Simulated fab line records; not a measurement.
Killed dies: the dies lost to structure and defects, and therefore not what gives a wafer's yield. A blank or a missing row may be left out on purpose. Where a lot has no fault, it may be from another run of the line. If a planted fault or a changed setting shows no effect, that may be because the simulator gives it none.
fab line records ; flow n5-finfet
[record] lots = 14; wafers = 40; last-day = 16
route steps=1938 shown ILD0@343 SDB@360 BEOL_M4@1111
lots untouched by any fault: they come from a run of this same line in which no faults occurred
start-h: start of the lot's first displayed wafer, in hours after the record's first day ; wait-h: how many hours have passed since the lot's step before this one ; " same as the row above ; L1.1+2: a single row standing in for several wafers ; - no value, or no start was given ; * or withheld: withheld ; < > ~ a bound
route shown NAME@n: NAME is a module with steps in the file, n the number in the route of the first one ; usual: mean and standard deviation over wafers with no fault ; same: alike in all rows ; chamber/n: place in a boat ; sites: each site's reading ; _std_site: the standard deviation of these ; _edge_site: the outer-site mean with the inner-site mean subtracted ; radius-mm: for every site, how far away it sits from the centre of the wafer ; mask NAME#n: copy n ; behind: tool/chamber where the wafer was last shaped ; hold: reason for holding the lot/hours on hold/outcome of the hold ; device: which transistor (n, p or np) failed to switch ; end of line: the tests these same wafers got at the end of their route ; a step with no rows: only its recipe ; killed: the dies lost at the first sort to structure and to defects; this is not the yield of the wafer ; map: a wafer's dies, x killed, . not, _ none there
set.NAME: the setting the step ran with; set.NAME@STEP: the setting that earlier step ran with ; model.NAME: the simulator's own value behind a step, which no gauge read
one table for each step of the route and one row for each wafer, over a sample of lots
services: a tool's chamber out of use, with start hour (start-h, from the record's first day; less than 0 if before it), hours out, and reason
[[steps]]
[step N5_ILD0_ALD_15]
[recipe] material = SiNx; target-thk-a = 240; temp-c = 400; ald-precursor-family = SiH2I2; ald-co-reactant = N2/H2-plasma; pulse-time-s = 1; ald-cycles = 480; purge-time-s = 2; co-reactant-purge-time-s = 2; pressure-torr = 2
[usual] heater-power-w = 863/65; precursor-pulse-height-rel = 0.999/0.02
lot.wafer;tool;chamber;start-h;wait-h;heater-power-w;precursor-pulse-height-rel
L919.2;ald-sin-01;1;65.31;0.7;931;0.992
L919.3;ald-sin-01;2;65.31;0.7;843;0.979
L919.4;ald-sin-01;3;65.31;0.7;904;0.988
L920.1;ald-sin-01;1;68.64;0.6;925;1.005
L920.5;ald-sin-01;2;69.72;1.2;847;0.989
L921.3;ald-sin-04;2;73.48;0.4;883;1.006
L921.4;ald-sin-04;3;73.48;0.4;832;0.967
L921.6;ald-sin-04;3;74.57;1.1;813;0.985
L923.1;ald-sin-04;3;87.02;0.6;823;0.983
L923.5;ald-sin-04;0;88.11;1.2;852;1.007
L923.6;ald-sin-04;1;88.11;1.2;1006;0.990
L924.2;ald-sin-01;2;97.01;1.0;840;0.994
L924.4;ald-sin-01;3;97.01;1.0;896;1.023
L924.6;ald-sin-01;2;98.10;1.7;858;0.989
L926.1;ald-sin-03;3;106.56;0.9;902;1.024
L926.2;ald-sin-03;2;106.56;0.9;867;1.013
L926.5;ald-sin-03;0;107.65;1.6;860;0.986
L927.1;ald-sin-01;1;116.64;0.6;948;1.008
L927.3;ald-sin-01;2;116.64;0.6;831;0.980
L927.5;ald-sin-01;2;117.72;1.2;870;0.999
L928.1;ald-sin-03;2;118.32;0.6;882;0.969
L928.3;ald-sin-03;1;118.32;0.6;773;0.991
L928.5;ald-sin-03;3;119.41;1.2;896;1.019
L929.3;ald-sin-01;1;125.05;0.4;961;1.017
L929.4;ald-sin-01;3;125.05;0.4;905;0.998
L929.5;ald-sin-01;0;126.14;1.2;757;0.991
L931.5;ald-sin-03;1;135.72;1.2;761;0.997
L931.6;ald-sin-03;0;135.72;1.2;884;1.003
L932.1;ald-sin-03;3;141.36;0.6;877;0.998
L932.4;ald-sin-03;1;141.36;0.6;752;1.024
L932.5;ald-sin-03;3;142.45;1.2;847;0.976
L933.2;ald-sin-03;1;145.95;0.5;763;1.031
L933.4;ald-sin-03;0;145.95;0.5;866;0.993
L933.6;ald-sin-03;2;147.04;1.1;905;0.988
L935.3;ald-sin-01;0;157.88;0.4;760;0.998
L935.5;ald-sin-01;1;158.96;1.2;952;1.007
L935.6;ald-sin-01;2;158.96;1.2;863;1.013
L936.1;ald-sin-01;1;163.75;0.6;919;1.015
L936.2;ald-sin-01;2;163.75;0.6;871;0.967
L936.6;ald-sin-01;1;164.84;1.1;950;0.979
[step N5_SDB_ETCH_17]
[recipe] chemistry = CF4; target = SiARC; target-depth-a = 234; mask-material = CAR-ArF; time-s = 39; ion-energy-ev = 80; pressure-mtorr = 40; source-w = 545; bias-w = 36; Ar_flow_sccm = 100; cf4-flow-sccm = 100; ends = cleared
[usual] drypump-motor-current-A = 5.7/0.33; etch-rf-on-time-s = 38.7/1.4; oes-product-au = 0.69/0.072; rf-vpp-V = 184.4/1; showerhead-plenum-p-Torr = 2.16/0.052; throttle-valve-pct = 15.55/0.28
lot.wafer;tool;chamber;start-h;wait-h;drypump-motor-current-A;etch-rf-on-time-s;oes-product-au;rf-hours-counter-h;rf-vpp-V;showerhead-plenum-p-Torr;throttle-valve-pct
L919.2;rie-diel-06;2;69.03;0.0;5.7;37.1;0.76;41;184.1;2.19;15.71
L919.3;rie-diel-06;0;69.03;0.0;5.6;41.3;0.75;12;185.1;2.10;15.11
L919.4;rie-diel-06;1;69.03;0.0;5.9;38.2;0.60;209;185.7;2.22;15.88
L920.1;rie-diel-06;3;71.67;0.0;6.0;38.4;0.74;62;182.7;2.17;15.36
L920.5;rie-diel-06;0;71.67;0.0;5.5;40.7;0.76;-;184.5;2.10;15.09
L921.3;rie-diel-04;2;76.67;0.0;5.5;36.4;0.65;160;185.4;2.22;15.38
L921.4;rie-diel-04;1;76.67;0.0;5.4;39.2;0.61;178;184.0;2.14;15.52
L921.6;rie-diel-04;0;76.67;0.0;6.2;37.3;0.81;-;184.1;2.19;15.20
L923.1;rie-diel-04;2;90.15;0.0;5.5;36.8;0.64;164;185.7;2.22;15.38
L923.5;rie-diel-04;0;90.15;0.0;6.2;38.0;0.79;-;183.5;2.18;15.21
L923.6;rie-diel-04;3;90.15;0.0;6.2;39.4;0.71;-;184.4;2.08;15.30
L924.2;rie-diel-04;2;100.16;0.0;5.5;37.7;0.64;169;184.2;2.22;15.39
L924.4;rie-diel-04;0;100.16;0.0;6.2;38.1;0.79;17;184.3;2.18;15.21
L924.6;rie-diel-04;1;100.16;0.0;5.4;40.2;0.61;-;183.5;2.14;15.54
L926.1;rie-diel-04;2;109.69;0.0;5.5;36.7;0.63;172;185.1;2.22;15.41
L926.2;rie-diel-04;1;109.69;0.0;5.4;38.9;0.61;190;183.8;2.14;15.56
L926.5;rie-diel-04;2;109.69;0.0;5.5;36.5;0.64;-;186.1;2.22;15.40
L927.1;rie-diel-01;1;119.96;0.0;5.6;39.5;0.63;175;184.8;2.22;15.91
L927.3;rie-diel-01;3;119.96;0.0;5.5;39.3;0.74;43;183.4;2.16;15.60
L927.5;rie-diel-01;3;119.96;0.0;5.5;39.1;0.74;-;185.1;2.16;15.58
L928.1;rie-diel-01;1;121.45;0.0;5.5;39.1;0.64;176;185.4;2.22;15.90
L928.3;rie-diel-01;0;121.45;0.0;5.1;36.9;0.79;15;183.9;2.19;15.42
L928.5;rie-diel-01;3;121.45;0.0;5.5;38.8;0.74;-;183.4;2.16;15.61
L929.3;rie-diel-06;3;128.18;0.0;6.0;38.6;0.73;80;185.0;2.16;15.37
L929.4;rie-diel-06;2;128.18;0.0;5.7;36.8;0.74;65;185.0;2.18;15.79
L929.5;rie-diel-06;2;128.18;0.0;5.6;37.0;0.74;-;184.9;2.18;15.78
L931.5;rie-diel-01;0;137.78;0.0;5.1;37.5;0.78;-;184.7;2.19;15.45
L931.6;rie-diel-01;3;137.78;0.0;5.5;39.7;0.72;-;186.9;2.16;15.61
L932.1;rie-diel-01;1;144.49;0.0;5.6;39.7;0.63;184;184.0;2.21;15.94
L932.4;rie-diel-01;0;144.49;0.0;5.1;37.6;0.77;23;184.1;2.19;15.44
L932.5;rie-diel-01;2;144.49;0.0;5.8;41.6;0.57;-;182.4;2.05;16.16
L933.2;rie-diel-04;0;148.96;0.0;6.2;38.1;0.76;32;184.6;2.18;15.24
L933.4;rie-diel-04;3;148.96;0.0;6.1;39.5;0.69;69;185.1;2.07;15.36
L933.6;rie-diel-04;0;148.96;0.0;6.2;38.0;0.77;-;184.8;2.18;15.23
L935.3;rie-diel-04;3;161.01;0.0;6.1;39.0;0.69;74;182.7;2.07;15.38
L935.5;rie-diel-04;3;161.01;0.0;6.2;39.4;0.68;-;185.3;2.07;15.38
L935.6;rie-diel-04;0;161.01;0.0;6.2;37.5;0.77;-;182.4;2.18;15.25
L936.1;rie-diel-04;0;166.76;0.0;6.2;37.5;0.75;39;185.8;2.18;15.26
L936.2;rie-diel-04;3;166.76;0.0;6.2;39.0;0.68;76;183.5;2.07;15.37
L936.6;rie-diel-04;0;166.76;0.0;6.2;37.8;0.75;-;185.0;2.18;15.27
[step N5_SDB_HM_OPEN_20]
[recipe] chemistry = CH3F/O2; target = SiNx; mask-material = SOC; target-depth-a = 240; stop-on = poly-Si; over-etch-frac = 0.4; ion-energy-ev = 120; pressure-mtorr = 30; source-w = 395; bias-w = 73; Ar_flow_sccm = 150; CH3F_flow_sccm = 30; O2_flow_sccm = 20
[usual] drypump-motor-current-A = 5.7/0.33; oes-product-au = 0.66/0.065; rf-vpp-V = 300/9.2; showerhead-plenum-p-Torr = 2.01/0.044; throttle-valve-pct = 16.28/0.29
lot.wafer;tool;chamber;start-h;wait-h;drypump-motor-current-A;oes-product-au;rf-hours-counter-h;rf-vpp-V;showerhead-plenum-p-Torr;throttle-valve-pct
L919.2;rie-diel-06;2;69.22;0.0;5.7;0.69;41;299;2.05;16.44
L919.3;rie-diel-06;0;69.22;0.0;5.6;0.75;12;318;1.96;15.82
L919.4;rie-diel-06;1;69.22;0.0;5.9;0.58;209;294;2.08;16.64
L920.1;rie-diel-06;3;71.87;0.0;6.1;0.70;62;284;2.03;16.09
L920.5;rie-diel-06;0;71.87;0.0;5.6;0.76;-;317;1.96;15.80
L921.3;rie-diel-04;2;76.86;0.0;5.5;0.59;160;287;2.08;16.11
L921.4;rie-diel-04;1;76.86;0.0;5.4;0.59;178;307;2.00;16.24
L921.6;rie-diel-04;0;76.86;0.0;6.2;0.77;-;310;2.04;15.90
L923.1;rie-diel-04;2;90.34;0.0;5.5;0.60;164;285;2.08;16.09
L923.5;rie-diel-04;0;90.34;0.0;6.2;0.76;-;309;2.04;15.88
L923.6;rie-diel-04;3;90.34;0.0;6.2;0.70;-;299;1.97;16.21
L924.2;rie-diel-04;2;100.35;0.0;5.5;0.60;169;285;2.08;16.12
L924.4;rie-diel-04;0;100.35;0.0;6.2;0.74;17;311;2.04;15.91
L924.6;rie-diel-04;1;100.35;0.0;5.5;0.60;-;304;2.00;16.26
L926.1;rie-diel-04;2;109.89;0.0;5.5;0.59;172;284;2.07;16.12
L926.2;rie-diel-04;1;109.89;0.0;5.4;0.58;190;306;1.99;16.27
L926.5;rie-diel-04;2;109.89;0.0;5.5;0.59;-;285;2.08;16.11
L927.1;rie-diel-01;1;120.15;0.0;5.5;0.60;175;304;2.06;16.55
L927.3;rie-diel-01;3;120.15;0.0;5.5;0.71;43;306;2.01;16.29
L927.5;rie-diel-01;3;120.15;0.0;5.6;0.71;-;306;2.02;16.27
L928.1;rie-diel-01;1;121.65;0.0;5.6;0.63;176;306;2.06;16.57
L928.3;rie-diel-01;0;121.65;0.0;5.1;0.74;15;289;2.04;16.06
L928.5;rie-diel-01;3;121.65;0.0;5.5;0.73;-;305;2.02;16.28
L929.3;rie-diel-06;3;128.37;0.0;6.1;0.69;80;286;2.02;16.14
L929.4;rie-diel-06;2;128.37;0.0;5.7;0.69;66;299;2.04;16.50
L929.5;rie-diel-06;2;128.37;0.0;5.7;0.70;-;301;2.04;16.49
L931.5;rie-diel-01;0;137.99;0.0;5.1;0.75;-;290;2.03;16.10
L931.6;rie-diel-01;3;137.99;0.0;5.5;0.71;-;306;2.01;16.30
L932.1;rie-diel-01;1;144.68;0.0;5.5;0.60;184;304;2.05;16.57
L932.4;rie-diel-01;0;144.68;0.0;5.1;0.73;23;290;2.03;16.08
L932.5;rie-diel-01;2;144.68;0.0;5.8;0.58;-;293;1.92;16.94
L933.2;rie-diel-04;0;149.15;0.0;6.2;0.72;32;310;2.03;15.94
L933.4;rie-diel-04;3;149.15;0.0;6.1;0.67;70;300;1.96;16.24
L933.6;rie-diel-04;0;149.15;0.0;6.2;0.75;-;309;2.03;15.95
L935.3;rie-diel-04;3;161.20;0.0;6.1;0.65;75;299;1.96;16.26
L935.5;rie-diel-04;3;161.20;0.0;6.1;0.56;-;300;1.96;16.23
L935.6;rie-diel-04;0;161.20;0.0;6.2;0.63;-;308;2.03;15.95
L936.1;rie-diel-04;0;166.95;0.0;6.2;0.63;39;310;2.03;15.96
L936.2;rie-diel-04;3;166.95;0.0;6.2;0.64;76;299;1.96;16.27
L936.6;rie-diel-04;0;166.95;0.0;6.2;0.63;-;310;2.03;15.95
[step N5_SDB_STRIP_22]
[recipe] chemistry = N2/H2; power-w = 1000; temp-c = 250; h2-frac = 0.65; overash-fraction = 0.3; pressure-mtorr = withheld; n2-flow-sccm = 1750; h2-flow-sccm = 3250
[usual] drypump-motor-current-A = 5.7/0.36; heater-power-w = 356/39; oes-product-au = 0.715/0.0045; strip-time-to-endpoint-s = 96.1/0.43
lot.wafer;tool;chamber;start-h;wait-h;drypump-motor-current-A;heater-power-w;oes-product-au;rf-hours-counter-h;strip-time-to-endpoint-s
L919.2;plasma-asher-01;1;69.53;0.3;5.2;368;0.714;78;94.9
L919.3;plasma-asher-01;0;69.53;0.3;6.1;312;0.718;-;96.2
L919.4;plasma-asher-01;1;69.53;0.3;5.2;363;0.723;-;95.3
L920.1;plasma-asher-01;0;71.95;0.1;6.1;313;0.708;78;96.3
L920.5;plasma-asher-01;0;71.95;0.1;6.1;315;0.711;-;96.4
L921.3;plasma-asher-02;1;76.99;0.1;5.9;327;0.713;-;95.5
L921.4;plasma-asher-02;0;76.99;0.1;5.4;414;0.720;-;95.9
L921.6;plasma-asher-02;0;76.99;0.1;5.4;416;0.713;-;95.6
L923.1;plasma-asher-01;0;90.43;0.1;6.1;304;0.720;83;96.4
L923.5;plasma-asher-01;1;90.43;0.1;5.2;369;0.712;-;95.8
L923.6;plasma-asher-01;0;90.43;0.1;6.1;316;0.713;-;96.4
L924.2;plasma-asher-01;1;100.43;0.1;5.2;366;0.718;84;95.7
L924.4;plasma-asher-01;0;100.43;0.1;6.1;315;0.709;-;95.5
L924.6;plasma-asher-01;1;100.43;0.1;5.2;366;0.711;-;96.0
L926.1;plasma-asher-02;0;109.97;0.1;5.4;409;0.714;46;95.3
L926.2;plasma-asher-02;1;109.97;0.1;5.9;324;0.715;46;95.9
L926.5;plasma-asher-02;1;109.97;0.1;5.9;335;0.701;-;95.5
L927.1;plasma-asher-02;0;120.23;0.1;5.4;405;0.718;49;96.2
L927.3;plasma-asher-02;0;120.23;0.1;5.4;416;0.717;-;96.1
L927.5;plasma-asher-02;1;120.23;0.1;5.8;325;0.718;-;95.9
L928.1;plasma-asher-01;0;121.73;0.1;6.1;313;0.715;88;96.4
L928.3;plasma-asher-01;1;121.73;0.1;5.2;361;0.716;-;96.0
L928.5;plasma-asher-01;1;121.73;0.1;5.2;379;0.720;-;96.3
L929.3;plasma-asher-02;0;128.49;0.1;5.4;414;0.709;-;96.6
L929.4;plasma-asher-02;1;128.49;0.1;5.9;332;0.709;-;95.5
L929.5;plasma-asher-02;0;128.49;0.1;5.4;414;0.716;-;95.8
L931.5;plasma-asher-01;1;138.12;0.1;5.2;373;0.718;-;95.7
L931.6;plasma-asher-01;0;138.12;0.1;6.1;317;0.718;-;96.0
L932.1;plasma-asher-02;1;144.76;0.1;5.9;326;0.720;55;96.6
L932.4;plasma-asher-02;0;144.76;0.1;5.4;417;0.719;-;96.0
L932.5;plasma-asher-02;1;144.76;0.1;5.9;335;0.713;-;96.6
L933.2;plasma-asher-02;0;149.23;0.1;5.4;418;0.712;56;95.8
L933.4;plasma-asher-02;0;149.23;0.1;5.4;417;0.716;-;96.2
L933.6;plasma-asher-02;0;149.23;0.1;5.4;406;0.711;-;95.9
L935.3;plasma-asher-01;0;161.33;0.1;6.2;312;0.712;-;96.5
L935.5;plasma-asher-01;1;161.33;0.1;5.2;363;0.722;-;103.5
L935.6;plasma-asher-01;0;161.33;0.1;6.2;318;0.720;-;103.4
L936.1;plasma-asher-02;1;167.03;0.1;5.9;320;0.725;62;102.9
L936.2;plasma-asher-02;0;167.03;0.1;5.4;408;0.715;62;96.5
L936.6;plasma-asher-02;0;167.03;0.1;5.5;412;0.725;-;102.7
[step N5_SDB_INSPECT_36]
[recipe] inspect-instrument = darkfield; mode = post-cmp
[usual] raw-defect-count = 36/13
lot.wafer;tool;chamber;start-h;wait-h;raw-defect-count
L919.2;defect-inspect-02;-;73.54;0.0;39
L919.3;defect-inspect-02;-;73.54;0.0;49
L919.4;defect-inspect-02;-;73.54;0.0;40
L920.1;defect-inspect-01;-;76.78;0.0;33
L920.5;defect-inspect-01;-;76.78;0.0;25
L921.3;defect-inspect-02;-;80.50;0.0;56
L921.4;defect-inspect-02;-;80.50;0.0;38
L921.6;defect-inspect-02;-;80.50;0.0;47
L923.1;defect-inspect-01;-;96.06;0.0;23
L923.5;defect-inspect-01;-;96.06;0.0;28
L923.6;defect-inspect-01;-;96.06;0.0;70
L924.2;defect-inspect-01;-;104.27;0.0;22
L924.4;defect-inspect-01;-;104.27;0.0;19
L924.6;defect-inspect-01;-;104.27;0.0;26
L926.1;defect-inspect-02;-;113.77;0.0;36
L926.2;defect-inspect-02;-;113.77;0.0;38
L926.5;defect-inspect-02;-;113.77;0.0;24
L927.1;defect-inspect-01;-;123.91;0.0;47
L927.3;defect-inspect-01;-;123.91;0.0;35
L927.5;defect-inspect-01;-;123.91;0.0;55
L928.1;defect-inspect-01;-;125.26;0.0;24
L928.3;defect-inspect-01;-;125.26;0.0;38
L928.5;defect-inspect-01;-;125.26;0.0;32
L929.3;defect-inspect-02;-;132.32;0.0;54
L929.4;defect-inspect-02;-;132.32;0.0;50
L929.5;defect-inspect-02;-;132.32;0.0;27
L931.5;defect-inspect-01;-;141.88;0.0;37
L931.6;defect-inspect-01;-;141.88;0.0;29
L932.1;defect-inspect-01;-;148.30;0.0;46
L932.4;defect-inspect-01;-;148.30;0.0;17
L932.5;defect-inspect-01;-;148.30;0.0;35
L933.2;defect-inspect-01;-;152.78;0.0;45
L933.4;defect-inspect-01;-;152.78;0.0;35
L933.6;defect-inspect-01;-;152.78;0.0;26
L935.3;defect-inspect-02;-;164.84;0.0;76
L935.5;defect-inspect-02;-;164.84;0.0;44
L935.6;defect-inspect-02;-;164.84;0.0;57
L936.1;defect-inspect-02;-;170.57;0.0;54
L936.2;defect-inspect-02;-;170.57;0.0;36
L936.6;defect-inspect-02;-;170.57;0.0;52
[step N5_BEOL_M4_RC_MEAS_101]
[usual] DIBL_N = 36.0/2.2; DIBL_P = 35.9/2.6; IOFF_N = 0.16/0.038; IOFF_P = 0.21/0.042; ION_N = 675/15; ION_P = 463/10; SS_N = 71.5/0.62; SS_P = 73.2/0.76; VT_N = 250/4.1; VT_P = -251/3.6
lot.wafer;tool;chamber;start-h;wait-h;DIBL_N[mV/V];DIBL_P[mV/V];IOFF_N[nA/um];IOFF_P[nA/um];ION_N[uA/um];ION_P[uA/um];SS_N[mV/dec];SS_P[mV/dec];VT_N[mV];VT_P[mV]
L919.2;prober-01;0;164.69;0.2;35.0;34.6;0.13;0.20;672;464;71.2;72.7;250;-250
L919.3;prober-01;0;164.69;0.2;32.8;32.3;0.11;0.17;658;457;70.6;72.4;256;-251
L919.4;prober-01;0;164.69;0.2;33.8;32.1;0.12;0.16;665;461;71.6;72.1;254;-251
L920.1;prober-01;0;168.74;0.0;37.3;37.3;0.17;0.21;674;461;71.5;73.2;251;-254
L920.5;prober-01;0;168.74;0.0;35.4;35.0;0.14;0.19;667;454;71.6;72.4;251;-253
L921.3;prober-02;0;168.92;0.3;36.3;37.2;0.17;0.21;675;458;72.3;73.5;249;-252
L921.4;prober-02;0;168.92;0.3;35.1;36.8;0.15;0.19;662;454;71.6;73.3;251;-252
L921.6;prober-02;0;168.92;0.3;32.8;34.1;0.12;0.16;672;463;70.7;72.1;253;-255
L923.1;prober-01;0;192.73;0.0;32.4;31.1;0.10;0.14;662;457;71.0;72.7;259;-258
L923.5;prober-01;0;192.73;0.0;32.1;31.3;0.10;0.14;648;454;70.5;72.4;260;-257
L923.6;prober-01;0;192.73;0.0;34.7;33.8;0.13;0.18;674;465;71.4;74.1;255;-251
L924.2;prober-01;0;195.36;0.2;38.7;39.3;0.21;0.26;690;471;72.2;74.5;245;-249
L924.4;prober-01;0;195.36;0.2;36.1;35.5;0.16;0.19;675;459;72.4;73.7;249;-251
L924.6;prober-01;0;195.36;0.2;33.1;32.3;0.12;0.16;662;452;71.2;72.1;252;-253
L926.1;prober-01;0;214.28;0.0;36.5;35.6;0.15;0.20;672;462;71.5;73.3;249;-249
L926.2;prober-01;0;214.28;0.0;34.2;34.0;0.13;0.19;682;473;70.9;72.4;253;-250
L926.5;prober-01;0;214.28;0.0;35.0;34.3;0.13;0.19;673;465;70.7;72.6;251;-249
L928.1;prober-02;0;215.85;0.0;37.8;37.3;0.16;0.19;675;459;71.2;73.3;252;-254
L928.3;prober-02;0;215.85;0.0;35.3;34.2;0.12;0.16;644;445;70.9;73.4;259;-256
L928.5;prober-02;0;215.85;0.0;35.8;33.6;0.13;0.15;653;446;71.9;72.5;256;-259
L927.1;prober-01;0;219.77;0.0;35.3;34.6;0.13;0.17;673;464;70.8;72.6;251;-255
L927.3;prober-01;0;219.77;0.0;37.6;36.8;0.16;0.20;662;450;71.5;74.0;252;-254
L927.5;prober-01;0;219.77;0.0;39.0;39.5;0.21;0.24;684;464;72.3;74.1;246;-252
L929.3;prober-01;0;227.78;0.3;32.1;32.0;0.11;0.13;679;457;70.8;71.7;251;-258
L929.4;prober-01;0;227.78;0.3;37.1;37.1;0.16;0.19;687;463;72.5;72.6;250;-254
L929.5;prober-01;0;227.78;0.3;35.9;37.0;0.15;0.20;676;453;71.3;72.6;247;-252
L933.2;prober-02;0;247.47;0.2;36.8;35.6;0.16;0.23;677;467;70.6;73.3;249;-247
L933.4;prober-02;0;247.47;0.2;37.0;36.6;0.16;0.25;671;471;71.9;73.8;247;-248
L933.6;prober-02;0;247.47;0.2;36.8;36.4;0.16;0.24;685;473;71.2;72.4;250;-253
L931.5;prober-01;0;247.91;0.6;34.9;34.8;0.14;0.18;681;466;71.4;72.5;250;-250
L931.6;prober-01;0;247.91;0.6;35.5;36.6;0.15;0.20;666;456;71.6;73.4;246;-254
L932.1;prober-02;0;253.67;0.0;35.7;35.0;0.15;0.19;671;464;70.9;72.2;248;-250
L932.4;prober-02;0;253.67;0.0;32.8;31.4;0.11;0.15;670;458;70.7;72.1;253;-254
L932.5;prober-02;0;253.67;0.0;36.7;34.6;0.16;0.19;669;457;71.8;72.8;249;-250
L935.3;prober-01;0;262.40;0.3;36.0;37.5;0.18;0.24;687;470;71.2;73.3;246;-246
L935.6;prober-01;0;262.40;0.3;34.2;34.9;0.15;0.19;694;480;71.1;72.6;249;-250
L936.1;prober-02;0;266.93;0.0;37.0;38.5;0.17;0.24;661;456;72.0;73.5;246;-249
L936.2;prober-02;0;266.93;0.0;37.4;38.1;0.20;0.23;697;478;71.2;73.8;243;-251
L936.6;prober-02;0;266.93;0.0;36.6;36.9;0.17;0.22;686;464;70.7;72.4;248;-250
[[services]]
tool;chamber;start-h;hours;kind
plasma-asher-01;-;44.69;1.3;repair
ald-sin-04;3;47.30;10.1;repair
rie-diel-01;0;59.73;-;clean
rie-diel-01;0;59.73;-;consumable-replace:focus-ring
rie-diel-01;0;59.73;18.3;scheduled-down
rie-diel-01;0;59.73;18.3;vent-cycle
rie-diel-01;3;64.59;9.1;repair
rie-diel-06;3;73.33;7.0;repair
ald-sin-03;2;73.47;9.4;repair
ald-sin-03;-;85.25;14.0;pm
ald-sin-03;0;85.25;14.0;vent-cycle
ald-sin-03;1;85.25;14.0;vent-cycle
ald-sin-03;2;85.25;14.0;vent-cycle
ald-sin-03;3;85.25;14.0;vent-cycle
ald-sin-03;0;99.25;-;clean
ald-sin-03;1;99.25;-;clean
ald-sin-03;2;99.25;-;clean
ald-sin-03;3;99.25;-;clean
rie-diel-04;0;102.22;2.3;repair
ald-sin-04;3;102.77;18.7;repair
ald-sin-01;1;144.50;5.2;repair
plasma-asher-01;-;149.50;9.1;repair
rie-diel-06;0;155.65;13.1;repair
[[key]]
[first-sign] step = N5_SDB_STRIP_22; reading = strip-time-to-endpoint-s; direction = up; sigmas = 16; usual = *; struck = *
effect none on later readings
met-at N5_SDB_HM_OPEN_20
struck-lots L935,L936
struck-wafers L935.5,L935.6,L936.1,L936.6
later-rows-left-out L935.5
sort-left-out L935.5,L935.6,L936.1,L936.6
not-acting-at N5_ILD0_ALD_15,N5_SDB_ETCH_17,N5_SDB_INSPECT_36
onset-between 149.15 161.20
[fault] kind = process-parameter-drift; tool = rie-diel-04; chamber = -; onset-h = 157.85; steps = N5_SDB_HM_OPEN_20; channel = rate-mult; offset = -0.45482; shape = step; end-h = 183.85; scope = struck-wafers-only
// sort-left-out: the simulated sort isn't trusted on such a fault, so these wafers' sort isn't shown, and their yield isn't known
// later-rows-left-out: the simulator's readings of these wafers behind a module that went badly wrong aren't trusted and aren't shown, but for the sort
